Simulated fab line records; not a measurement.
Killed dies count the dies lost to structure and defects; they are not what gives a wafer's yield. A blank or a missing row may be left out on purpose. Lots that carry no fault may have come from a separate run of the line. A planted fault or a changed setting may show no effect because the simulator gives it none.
A single fault, viewed from 2 desks || flow n5-finfet || numbers are kept per desk, each desk with only its own; the story behind them comes last

== THE METROLOGY DESK ==
Lot by lot, what the gauges showed, no matter which tool ran the lot: averages of those sampled wafers that carry a number. If a lot's mean is further than 4 standard deviations from the usual mean, the lot is out of limits and carries the mark OUT (the distance appears in the brackets). Shown here are 7 of its 10 readings, the ones lying furthest out on some lot.
Columns: A = DIBL_N at N5_BEOL_M4_RC_MEAS_101, usual 35.9 mV/V; B = IOFF_P at N5_BEOL_M4_RC_MEAS_101, usual 0.204 nA/um; C = ION_N at N5_BEOL_M4_RC_MEAS_101, usual 673 uA/um; D = ION_P at N5_BEOL_M4_RC_MEAS_101, usual 462 uA/um; E = SS_N at N5_BEOL_M4_RC_MEAS_101, usual 71.4 mV/dec; F = VT_N at N5_BEOL_M4_RC_MEAS_101, usual 250.3 mV; G = VT_P at N5_BEOL_M4_RC_MEAS_101, usual -250.6 mV
{"lot": "L815", "first seen here": "day 8 18:44", "A": 35.4, "B": 0.203, "C": 679, "D": 460, "E": 71.3, "F": 248.2, "G": -251.5}
{"lot": "L817", "first seen here": "day 9 18:23", "A": 35.9, "B": 0.192, "C": 679, "D": 458, "E": 71.1, "F": 250.0, "G": -253.1}
{"lot": "L822", "first seen here": "day 10 22:23", "A": 36.8, "B": 0.221, "C": 684, "D": 468, "E": 71.7, "F": 245.9, "G": -249.2}
{"lot": "L825", "first seen here": "day 12 02:16", "A": 34.5, "B": 0.206, "C": 673, "D": 464, "E": 71.2, "F": 251.4, "G": -249.0}
{"lot": "L823", "first seen here": "day 12 03:23", "A": 35.0, "B": 0.198, "C": 665, "D": 460, "E": 70.7, "F": 251.2, "G": -248.8}
{"lot": "L828", "first seen here": "day 12 07:56", "A": 33.7, "B": 0.213, "C": 684, "D": 473, "E": 70.9, "F": 249.6, "G": -247.9}
{"lot": "L827", "first seen here": "day 12 10:53", "A": 37.1, "B": 0.243, "C": 680, "D": 472, "E": 71.4, "F": 249.2, "G": -245.1}
{"lot": "L829", "first seen here": "day 12 14:05", "A": 37.6, "B": 0.168, "C": 679, "D": 457, "E": 71.2, "F": 250.7, "G": -253.7}
{"lot": "L833", "first seen here": "day 13 17:34", "A": 36.2, "B": 0.225, "C": 682, "D": 469, "E": 71.7, "F": 246.8, "G": -248.2}
This desk's verdict: no lot among the 9 shows anything out of limits.

== TOOL OWNER'S DESK, rie-diel-06 ==
The tool's own readings at N5_BEOL_M3_ETCHBACK_99 (etches SiO2 in CHF3, target depth 5 nm, time 10.4 s): means of the sampled wafers that have a number, for each lot that ran on this tool. If a lot's mean is further than 4 standard deviations from the usual mean, the lot is out of limits and carries the mark OUT (the distance appears in the brackets).
Columns: A = bias-w at N5_BEOL_M3_ETCHBACK_99, usual 46.99 W; B = drypump-motor-current-A at N5_BEOL_M3_ETCHBACK_99, usual 5.52 A; C = oes-product-au at N5_BEOL_M3_ETCHBACK_99, usual 0.76 a.u.; D = rf-vpp-V at N5_BEOL_M3_ETCHBACK_99, usual 241.5 V; E = showerhead-plenum-p-Torr at N5_BEOL_M3_ETCHBACK_99, usual 2.14 Torr; F = throttle-valve-pct at N5_BEOL_M3_ETCHBACK_99, usual 17.07 %
{"lot": "L817", "first seen here": "day 8 08:49", "A": 47.01, "B": 5.51, "C": 0.84, "D": 241.5, "E": 2.14, "F": 16.85}
{"lot": "L822", "first seen here": "day 9 22:23", "A": 46.93, "B": 5.96, "C": 0.97, "D": 242.0, "E": 2.21, "F": 16.77}
{"lot": "L823", "first seen here": "day 10 12:53", "A": 47.21, "B": 5.96, "C": 0.88, "D": 241.4, "E": 2.19, "F": 16.78}
This desk's verdict: no lot among the 3 shows anything out of limits.

== ALL TOGETHER ==
Metrology desk: nothing out of limits seen.
Nothing out of limits was seen by the tool owner's desk.

== WHAT THE SIMULATOR HAD INSERTED ==
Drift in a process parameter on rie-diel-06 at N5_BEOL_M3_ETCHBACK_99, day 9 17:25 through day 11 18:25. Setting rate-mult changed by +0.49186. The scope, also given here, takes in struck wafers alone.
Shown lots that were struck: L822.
